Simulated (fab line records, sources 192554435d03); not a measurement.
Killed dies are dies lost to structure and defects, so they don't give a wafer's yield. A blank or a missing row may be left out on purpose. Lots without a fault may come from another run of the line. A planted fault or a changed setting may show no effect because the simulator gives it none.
fab line records | flow n5_finfet
record lots=3 wafers=9 last_day=15
route steps=1938 shown BEOL_M3@942 BEOL_M4@1111 PASSIVATION@1936
lots that met no fault: from a run of the same line without faults
start_h: hours from the record's first day to the start of the lot's first wafer shown | wait_h: hours since the lot's step before | " the same as in the row above | L1.1+2: a row that stands for several wafers | - no value, or no start given | * or withheld: withheld | < > ~ a bound
route shown NAME@n: a module of which the file shows steps, and the number in the route of the first | usual: mean/standard deviation of fault-free wafers | same: alike in all rows | chamber/n: place in a boat | sites: the reading at each site | _std_site: their standard deviation | _edge_site: outer sites' mean less inner sites' | radius_mm: how far each site lies from the wafer's centre | mask NAME#n: copy n | behind: the tool/chamber that last shaped the wafer | hold: why the lot was held/for how many hours/how that ended | device: the transistor (n, p or np) that didn't switch | end of line: the same wafers' tests at the end of the route | a step without rows: its recipe alone | killed: dies lost to structure and defects at the first sort, not the wafer's yield | map: a wafer's dies, x killed, . not, _ none there
set.NAME: the setting as run; set.NAME@STEP: as run at that earlier step | model.NAME: the simulator's own value behind a step, which no gauge read
lots at some steps of the route; a table a step, a row a wafer
services: from which hour (start_h, from the record's first day; less than 0 if before it) a tool's chamber was out of use, for how many hours, and why
## steps
# step N5_BEOL_M3_PEB_09
# recipe peb_temp_c=100 peb_time_s=60 resist=CAR-EUV
# step N5_BEOL_M3_DEVELOP_10
# recipe develop_time_s=30 developer=TMAH resist=CAR-EUV rinse_liquid=surfactant_rinse dry=air_spin dev_temp_c=23
# step N5_BEOL_M3_DESCUM_16
# recipe chemistry=O2 time_s=7 source_power_w=50 bias_power_w=20 pressure_mtorr=20 rf_frequency_hz=2.712e+07 temp_c=40 resist=CAR-EUV o2_flow_sccm=225
# step N5_BEOL_M3_ETCH_74
# recipe chemistry=N2/H2 target=underlayer target_depth_a=65 mask_material=CAR-EUV time_s=5.2 ion_energy_ev=200 pressure_mtorr=30 source_w=840 bias_w=150 n2_flow_sccm=200 h2_flow_sccm=200 ends=cleared
# step N5_BEOL_M3_ETCH_63
# recipe chemistry=CF4 target=SiARC target_depth_a=156 mask_material=CAR-EUV time_s=26 ion_energy_ev=80 pressure_mtorr=40 source_w=545 bias_w=36 Ar_flow_sccm=100 cf4_flow_sccm=100 ends=cleared
# step N5_BEOL_M3_ETCH_64
# recipe chemistry=N2/H2 target=SOC target_depth_a=750 overetch_a=150 mask_material=SiARC temp_c=40 time_s=112.5 ion_energy_ev=200 pressure_mtorr=30 source_w=840 bias_w=150 n2_flow_sccm=200 h2_flow_sccm=200
# step N5_BEOL_M3_STRIP_65
# recipe chemistry=N2/H2 temp_c=40 n2_flow_sccm=200 h2_flow_sccm=200 rf_frequency_hz=6e+07
# step N5_BEOL_M3_STRIP_75
# recipe chemistry=N2/H2 temp_c=40 n2_flow_sccm=200 h2_flow_sccm=200 rf_frequency_hz=6e+07
# step N5_BEOL_M3_STRIP_66
# recipe chemistry=CF4 resist=SiARC power_w=300 bias_power_w=75 pressure_mtorr=50 cf4_flow_sccm=150 rf_frequency_hz=6e+07
# step N5_BEOL_M3_HM_OPEN_17
# recipe chemistry=Cl2/BCl3 target_depth_a=200 overetch_a=60 target=TiN mask_material=SOC ion_energy_ev=150 pressure_mtorr=10 icp_w=1000 bias_w=126 Cl2_flow_sccm=53.25 bcl3_flow_sccm=21.75 Ar_flow_sccm=25
# usual drypump_motor_current_A=5.9/0.58 oes_product_au=0.59/0.076 throttle_valve_pct=22.32/0.21
# columns lot.wafer tool chamber start_h wait_h drypump_motor_current_A oes_product_au rf_hours_counter_h throttle_valve_pct model.SOC_of_BEOL_M3_COAT_61.thk_nm model.etch.depth_nm
L345.1 rie_metal-01 1 157.07 0.0 5.5 0.67 36 22.05 52.4 20
L345.3 " 0 " " 5.9 0.50 - 22.18 52.2 19.86
L345.4 " 1 " " 5.5 0.68 - 22.02 52.4 20.25
L352.1 rie_metal-03 0 204.35 0.0 6.6 0.58 82 22.27 52 19.89
L352.3 " 0 " " 6.6 0.59 - 22.27 52 19.96
L352.4 " 1 " " 4.8 0.53 - 22.39 52.2 19.97
L355.2 rie_metal-01 1 230.65 0.0 5.5 0.65 45 22.07 52.4 19.82
L355.4 " 0 " " 5.9 0.81 - 21.96 54.4 18.51
L355.6 " 1 " " 5.5 0.65 - 22.07 52.4 19.77
# step N5_BEOL_M3_STRIP_19
# recipe chemistry=O2 power_w=400 temp_c=40 pressure_mtorr=30 rf_frequency_hz=6e+07 bias_power_w=0 overash_fraction=0.2 o2_flow_sccm=225
# step N5_BEOL_M3_COAT_67
# recipe resist=SOC temp_c=250 time_s=60 spin_rpm=1500 resist_thk_nm=60
# step N5_BEOL_M3_COAT_68
# recipe resist=SiARC temp_c=220 time_s=60 spin_rpm=1500 resist_thk_nm=12
# step N5_BEOL_M3_COAT_76
# recipe resist=underlayer temp_c=205 time_s=60 spin_rpm=1500 resist_thk_nm=5
# step N5_BEOL_M3_COAT_22
# recipe resist=CAR-EUV spin_rpm=1500 resist_thk_nm=30
# step N5_BEOL_M3_EBR_24
# recipe solvent=PGMEA ebr_width_mm=1.5
# step N5_BEOL_M3_SOFTBAKE_23
# recipe temp_c=110 time_s=60 resist=CAR-EUV
# step N5_BEOL_M3_EXPOSE_25
# recipe mask_id=V2 na=0.33 source_shape=quasar sigma_inner=0.2 sigma_outer=0.8 polarization=unpolarized defocus_nm=5 dose_mj=63
# step N5_BEOL_M3_PEB_26
# recipe peb_temp_c=100 peb_time_s=60 resist=CAR-EUV
# step N5_BEOL_M3_DEVELOP_27
# recipe develop_time_s=30 developer=TMAH resist=CAR-EUV rinse_liquid=surfactant_rinse dry=air_spin dev_temp_c=23
# step N5_BEOL_M3_DESCUM_33
# recipe chemistry=O2 time_s=7 source_power_w=50 bias_power_w=20 pressure_mtorr=20 rf_frequency_hz=2.712e+07 temp_c=40 resist=CAR-EUV o2_flow_sccm=225
# step N5_BEOL_M3_ETCH_77
# recipe chemistry=N2/H2 target=underlayer target_depth_a=65 mask_material=CAR-EUV time_s=5.2 ion_energy_ev=200 pressure_mtorr=30 source_w=840 bias_w=150 n2_flow_sccm=200 h2_flow_sccm=200 ends=cleared
# step N5_BEOL_M3_ETCH_69
# recipe chemistry=CF4 target=SiARC target_depth_a=156 mask_material=CAR-EUV time_s=26 ion_energy_ev=80 pressure_mtorr=40 source_w=545 bias_w=36 Ar_flow_sccm=100 cf4_flow_sccm=100 ends=cleared
# step N5_BEOL_M3_ALD_98
# recipe material=SiO2 target_thk_a=25 temp_c=100 ald_precursor_family=BDEAS ald_co_reactant=O2-plasma pulse_time_s=1 co_reactant_pulse_time_s=1 purge_time_s=2 co_reactant_purge_time_s=2 ald_cycles=17 pressure_torr=2
# step N5_BEOL_M3_ETCHBACK_99
# recipe chemistry=CHF3 target=SiO2 target_depth_a=50 time_s=10.4 source_w=215 bias_w=47 Ar_flow_sccm=200 CHF3_flow_sccm=12 ion_energy_ev=100 pressure_mtorr=30
# step N5_BEOL_M3_ETCH_70
# recipe chemistry=N2/H2 target=SOC target_depth_a=800 overetch_a=160 mask_material=SiARC temp_c=40 time_s=120 ion_energy_ev=200 pressure_mtorr=30 source_w=840 bias_w=150 n2_flow_sccm=200 h2_flow_sccm=200
# step N5_BEOL_M3_STRIP_71
# recipe chemistry=N2/H2 temp_c=40 n2_flow_sccm=200 h2_flow_sccm=200 rf_frequency_hz=6e+07
# step N5_BEOL_M3_STRIP_78
# recipe chemistry=N2/H2 temp_c=40 n2_flow_sccm=200 h2_flow_sccm=200 rf_frequency_hz=6e+07
# step N5_BEOL_M3_VIA_ETCH_34
# recipe chemistry=C4F6/O2 target_depth_a=694 mask_material=SOC pressure_mtorr=15 ion_energy_ev=250 taper_deg=4 time_s=65.9 source_w=350 bias_w=170 Ar_flow_sccm=300 C4F6_flow_sccm=10 O2_flow_sccm=10
# step N5_BEOL_M3_STRIP_83
# recipe chemistry=C4F6/O2 resist=SiARC rf_frequency_hz=6e+07
# step N5_BEOL_M3_STRIP_36
# recipe chemistry=N2/H2 power_w=450 temp_c=40 pressure_mtorr=20 rf_frequency_hz=6e+07 overash_fraction=0.3 bias_power_w=7 h2_frac=0.5 n2_flow_sccm=200 h2_flow_sccm=200
# step N5_BEOL_M3_TRENCH_ETCH_37
# recipe chemistry=C4F6/O2 target_depth_a=555.55 target=SiOC time_s=29.2 ion_energy_ev=250 pressure_mtorr=30 source_w=355 bias_w=185 Ar_flow_sccm=300 C4F6_flow_sccm=10 O2_flow_sccm=10
# step N5_BEOL_M3_ETCH_41
# recipe chemistry=CH3F/O2 target=SiCN target_depth_a=299 taper_deg=2 time_s=52.5 ion_energy_ev=120 mask_material=TiN pressure_mtorr=30 source_w=395 bias_w=75 Ar_flow_sccm=150 CH3F_flow_sccm=30 O2_flow_sccm=20
# step N5_BEOL_M3_STRIP_97
# recipe chemistry=N2/H2 time_s=10 power_w=450 temp_c=40 pressure_mtorr=20 rf_frequency_hz=6e+07 bias_power_w=7 n2_flow_sccm=200 h2_flow_sccm=200
# step N5_BEOL_M3_OCD_MEAS_38
# usual trench_depth_nm=55.2/1
# columns lot.wafer tool chamber start_h wait_h trench_depth_nm
L345.1 ocd-02 - 167.22 - 53.4
L345.3 " - " " 53.9
L345.4 " - " " 55.5
L352.1 ocd-02 - 212.08 - 55.2
L352.3 " - " " 53.7
L352.4 " - " " 55.2
L355.2 ocd-02 - 234.74 - 54.8
L355.4 " - " " 51.4
L355.6 " - " " 57.2
# step N5_BEOL_M4_RC_MEAS_101
# usual DIBL_N=36.3/1.7 DIBL_P=36.5/1.8 IOFF_N=0.16/0.033 IOFF_P=0.21/0.037 ION_N=675/11 ION_P=462/7.9 SS_N=71.6/0.64 SS_P=73.3/0.68 VT_N=249/3.3 VT_P=-250/3.3
# columns lot.wafer tool chamber start_h wait_h DIBL_N[mV/V] DIBL_P[mV/V] IOFF_N[nA/um] IOFF_P[nA/um] ION_N[uA/um] ION_P[uA/um] SS_N[mV/dec] SS_P[mV/dec] VT_N[mV] VT_P[mV]
L345.1 prober-01 0 181.33 0.0 34.9 34.8 0.13 0.16 664 456 71.2 72.7 253 -254
L345.3 " 0 " " 33.9 33.9 0.11 0.14 660 451 70.9 72.4 255 -257
L345.4 " 0 " " 35.0 34.9 0.12 0.15 666 454 70.9 72.6 254 -254
L352.1 prober-01 0 223.19 0.0 35.6 36.8 0.16 0.23 691 475 71.3 74.3 248 -250
L352.3 " 0 " " 35.2 35.9 0.15 0.22 679 466 71.8 73.9 252 -250
L352.4 " 0 " " 35.1 37.3 0.16 0.24 684 468 72.2 73.7 250 -249
L355.2 prober-02 0 251.13 0.2 36.7 36.9 0.17 0.20 680 464 71.4 73.0 250 -250
L355.4 " 0 " " 39.5 39.9 0.22 0.26 672 463 73.9 74.1 250 -247
L355.6 " 0 " " 37.2 36.5 0.16 0.20 670 456 71.7 73.1 251 -250
# step N5_PASSIVATION_PROBE_49
# usual defect_limited_yield=91.3/1.5 killed_at_M0_to_M3=34/9.4 killed_at_M4_up=13/5.3 killed_at_contacts=13/5.7 killed_at_front_end=40/10 killed_at_other=3.7/2.8 killed_dies=103/17 killed_on_rim=13/4.2 killed_open=67/13 killed_short=35/8.5 sort_bin_5_function=5.0/0.98 sort_bin_6_memory=3.3/0.7 sort_n_pass=1077/17 sort_yield_pct=91.3/1.5
# same gross_dies=1180 killed_at_back_side=0 sort_bin_4_leakage[%]=0 sort_bin_8_speed[%]=0
# columns lot.wafer tool chamber start_h wait_h defect_limited_yield[%] killed_at_M0_to_M3 killed_at_M4_up killed_at_contacts killed_at_front_end killed_at_other killed_dies killed_on_rim killed_open killed_short sort_bin_5_function[%] sort_bin_6_memory[%] sort_n_pass sort_yield_pct[%]
L355.2 prober-01 - 355.57 0.1 91.4 23 14 10 51 4 102 21 59 36 4.8 3.1 1078 91.4
L355.4 prober-01 - 355.67 0.2 87.2 86 10 6 46 3 151 31 69 31 9.7 2.5 1029 87.2
# killed by level:class
L355.2 MOL_CONTACT_COAG:geometric_particle:open=10 FIN_SAQP:geometric_particle:short=9 FIN_SAQP:geometric_particle:open=9 BEOL_M3:geometric_particle:open=7 ILD0:geometric_particle:open=6 ILD0:geometric_particle:short=6 BEOL_M4:geometric_particle:open=6 BEOL_M2:geometric_particle:short=5
L355.4 BEOL_M3:area_open=49 FIN_SAQP:geometric_particle:open=13 BEOL_M0_SAQP:geometric_particle:open=9 BEOL_M3:geometric_particle:open=7 BEOL_M0_SAQP:geometric_particle:short=6 BEOL_M2:geometric_particle:open=6 FIN_SAQP:geometric_particle:short=5 STI_FIN_REVEAL:geometric_particle:open=5
# map L355.4 (x killed, . not)
_________________.x..........________________
______________................xx_____________
___________..........x.............__________
__________x..x......................_________
________.........x......x............._______
_______..........x....................x______
______.x.....................xx........._____
_____x.x.x......x.................x...x.x____
____.x..x.x..x...x......x.xx..............___
___x.x..........x...........x............x.__
___x...................................x...__
__x..x.........xxx.x......x.x..........x..xx_
__x.x...x....x..x.xxx.........x.....xx.x...._
_xxxx.........x....x.....................x...
_....x................x.xx..............x....
_x....x...x....x....................x......x.
_x.xxx..............x....................x...
_.xxx.x....x............x.......x......x.....
_..x.x.x..x......xx.........xx......x......x.
_....x.x.............x....................x..
_................................x...........
__.x...................xx.....x..........x.._
__x............x...x..x....................x_
___.....................x.................x__
___.................x.x.....x..x....xx.x..x__
____...........xx....................x....___
_____.................................x..____
______x............xx...........x..xx..._____
_______..............x...........x...x.______
________x.......x..x..x..............x_______
__________...xx....................._________
___________...xx..........x........__________
______________x.x....x.........._____________
_________________............________________
# map L345.1 (x killed, . not)
_________________....x.x.x...________________
______________.x.......x........_____________
___________.............x..x.......__________
__________x.............x..........x_________
________.....x...............x.x......_______
_______......xx..........xxx.x......x.x______
______..x..x.............x.............._____
_____.....x.xx.......x....x..........x.x.____
____x..xx....x.....x...x...x.....xxx..x...___
___.........x..x................x....x.....__
___........................x..........x...x__
__.x.....xx..............xx.......x........._
__........xx.............x....x....x........_
_..x.............x...x.............x.........
_.........x.xx....x....x.....xx.......x......
_..........................x.x......xx.......
_.xx.....................x.x..........x......
_.........................x.....x............
_..........x...x........x.........x........x.
_......x....x.........x........x.............
_..........x.x..xx...x.x......x.....x........
__......................x.x........xx.xx...._
__...x.....................x..............x._
___...x..x...............xxx.......x.x.....__
___..............x.........................__
____........................x.............___
_____x...........x.......x.xx............____
______.............x.....x......x......._____
_______.....................x...x......______
________..x.............xx.........x.._______
__________x.......x..x.............._________
___________...x......x....xx..x.x..__________
______________.......x..x....xx._____________
_________________....x.x..x..________________
## services
# columns tool chamber start_h hours kind
rie_metal-01 0 209.94 - clean
rie_metal-01 0 209.94 16.2 scheduled_down
rie_metal-01 0 209.94 16.2 vent_cycle
## key
first_sign step=N5_BEOL_M3_OCD_MEAS_38 reading=trench_depth_nm direction=down sigmas=3.7 usual=55.2 struck=51.4
effect step=N5_PASSIVATION_PROBE_49 reading=killed_at_M0_to_M3 direction=up sigmas=5.6 usual=34 struck=86
model_effect step=N5_BEOL_M3_HM_OPEN_17 value=SOC_of_BEOL_M3_COAT_61.thk_nm without=52 struck=54.4
more_kills_born_at N5_BEOL_M3_HM_OPEN_17@rie_metal-01=49
met_at N5_BEOL_M3_HM_OPEN_17
struck_wafers L355.4
onset_between 157.07 230.65
fault kind=process_parameter_drift tool=rie_metal-01 chamber=- onset_h=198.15 steps=N5_BEOL_M3_HM_OPEN_17 channel=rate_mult offset=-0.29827 shape=step end_h=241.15 scope=struck_wafers_only
